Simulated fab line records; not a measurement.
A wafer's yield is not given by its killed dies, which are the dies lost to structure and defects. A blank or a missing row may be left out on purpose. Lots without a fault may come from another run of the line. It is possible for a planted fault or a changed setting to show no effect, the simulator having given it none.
Split-lot trial -- flow n5-finfet -- 7 lots, 21 wafers read, on a route of 1938 steps

== THE SPLIT ==
At N5_PASSIVATION_ETCH_59 (etches TaN in Cl2/BCl3, target depth 65 nm, time 34.9 s), the setting time-s was moved away from the recipe's 34.9 s on 10 of the 21 wafers read, by -21.7% to +19.2%. All remaining wafers had this setting at the recipe value.

The split's own step is where the reading is taken.

== THE READING ==
etch.depth-nm (the simulator's own value, which no gauge read), in nm, at N5_PASSIVATION_ETCH_59 (etches TaN in Cl2/BCl3, target depth 65 nm, time 34.9 s). The file gives no usual value for it. Across the 11 wafers here that went through the recipe, the average is 65.38 nm and the standard deviation 1.4 nm.

wafer,"tool, chamber at the split","time-s as run, s",against the recipe,"etch.depth-nm, nm",against lot-mates on the recipe
L076.1,"rie-metal-01, 1",34.9,recipe,63.32,-
L076.4,"rie-metal-01, 0",29.22,-16.3%,53.45,-10.30
L076.5,"rie-metal-01, 0",34.9,recipe,64.19,-
L078.2,"rie-metal-03, 1",40.33,+15.6%,78.64,no lot-mate on the recipe
L078.5,"rie-metal-03, 0",40.33,+15.6%,77.57,no lot-mate on the recipe
L078.6,"rie-metal-03, 1",40.33,+15.6%,78.17,no lot-mate on the recipe
L079.2,"rie-metal-03, 0",34.9,recipe,66.73,-
L079.3,"rie-metal-03, 0",27.31,-21.7%,52.3,-14.43
L079.5,"rie-metal-03, 1",27.31,-21.7%,52.72,-14.01
L082.2,"rie-metal-01, 0",34.9,recipe,63.55,-
L082.4,"rie-metal-01, 0",38.66,+10.8%,69.4,+5.85
L082.6,"rie-metal-01, 1",38.66,+10.8%,69.58,+6.03
L086.1,"rie-metal-02, 0",34.9,recipe,64.85,-
L086.5,"rie-metal-02, 1",34.9,recipe,67.17,-
L086.6,"rie-metal-02, 0",41.6,+19.2%,77.64,+11.63
L089.4,"rie-metal-02, 1",28.51,-18.3%,54.75,-10.36
L089.5,"rie-metal-02, 1",34.9,recipe,66.2,-
L089.6,"rie-metal-02, 0",34.9,recipe,64.02,-
L094.2,"rie-metal-03, 1",34.9,recipe,66.98,-
L094.3,"rie-metal-03, 1",34.9,recipe,66.43,-
L094.4,"rie-metal-03, 0",34.9,recipe,65.78,-

FIT RESULTS
A straight line over all 21 wafers: etch.depth-nm changes by +0.649 nm for each +1% of time-s; r = +0.97; the points scatter about the line by 1.8 nm.
The same after taking each lot's own level away (the mean of its wafers on the recipe; 18 wafers): +0.616 nm for each +1%; r = +0.99; scatter 0.76 nm.
That fit puts the effect of the largest move of time-s on the reading at 13 nm.
The lots' own levels span 63.550 to 66.730 nm, that is 2.3 times the standard deviation above.
The two slopes are in agreement: the lot-to-lot level therefore moves the slope only a little.
Check: with one of the wafers moved furthest among these (-21.7%) left out of the fit, the line predicts -13.2 nm for it against its lot-mates. It came out at -14.4 nm against them.

== FURTHER SPLITS ON THESE WAFERS ==
Note: prior to the reading, these wafers also went through further splits. Each is held against what the fit with the lots' levels taken away leaves over:
other split on the same wafers,wafers away from the commonest value,r with etch.depth-nm (lot level and that fit taken away)
N5_BEOL_M14_SPUTTER_43 time-s,9,-0.10
N5_BEOL_M15_ILD_DEP_00 temp-c,6,-0.13
N5_PASSIVATION_EXPOSE_07 dose-mj,10,+0.11

== FILE'S OWN FIT ==
etch.depth-nm changes by +0.612 nm for each +1% of time-s, r = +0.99.
